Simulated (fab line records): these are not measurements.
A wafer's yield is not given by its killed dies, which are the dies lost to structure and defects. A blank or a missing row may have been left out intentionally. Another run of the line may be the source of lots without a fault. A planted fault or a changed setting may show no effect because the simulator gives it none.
Matching of chambers    flow n5 finfet    ald sin-04 running N5_BEOL_M2_ALD_98: 4 sister chambers
The step deposits SiO2, target thk 2.5 nm, pulse time 1 s, co reactant pulse time 1 s. 4 wafers are shown with their chamber, then 8 later ones without.

WAFERS WITH THEIR CHAMBER
wafer   chamber  heater power outer w (W)
L080.2  1        37
L089.3  2        42
L089.4  0        47
L090.1  3        37

WAFERS WITHOUT THEIR CHAMBER
wafer   heater power outer w (W)
L090.2  40
L090.3  40
L094.2  36
L094.3  40
L094.5  40
L097.1  46
L097.2  41
L097.4  40

THE CHAMBER EACH PASSED THROUGH
wafer   from the rows above           in truth
L090.2  can't be placed: 2 or 1 or 3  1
L090.3  can't be placed: 2 or 1 or 3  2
L094.2  can't be placed: 1 or 3       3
L094.3  can't be placed: 2 or 1 or 3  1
L094.5  can't be placed: 2 or 1 or 3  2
L097.1  can't be placed: 0 or 2       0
L097.2  can't be placed: 2 or 1 or 3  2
L097.4  can't be placed: 2 or 1 or 3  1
0 of 8 placed correctly. Not placeable from these rows: 8 (in 8, the candidates include the true chamber). Placed wrongly: 0.
How it was worked out, from the rows above alone: a wafer's distance from a chamber is the root of the sum, over the readings, of the square of ((its reading less the chamber's mean) divided by the reading's scatter). If the next closest chamber is less than 2 further off than the closest, the wafer can't be placed; otherwise it belongs to the closest. Each chamber's mean is taken over the wafers shown for it. The scatter: root of mean squared gap, hidden wafer to nearest shown wafer, with one shown wafer a chamber.
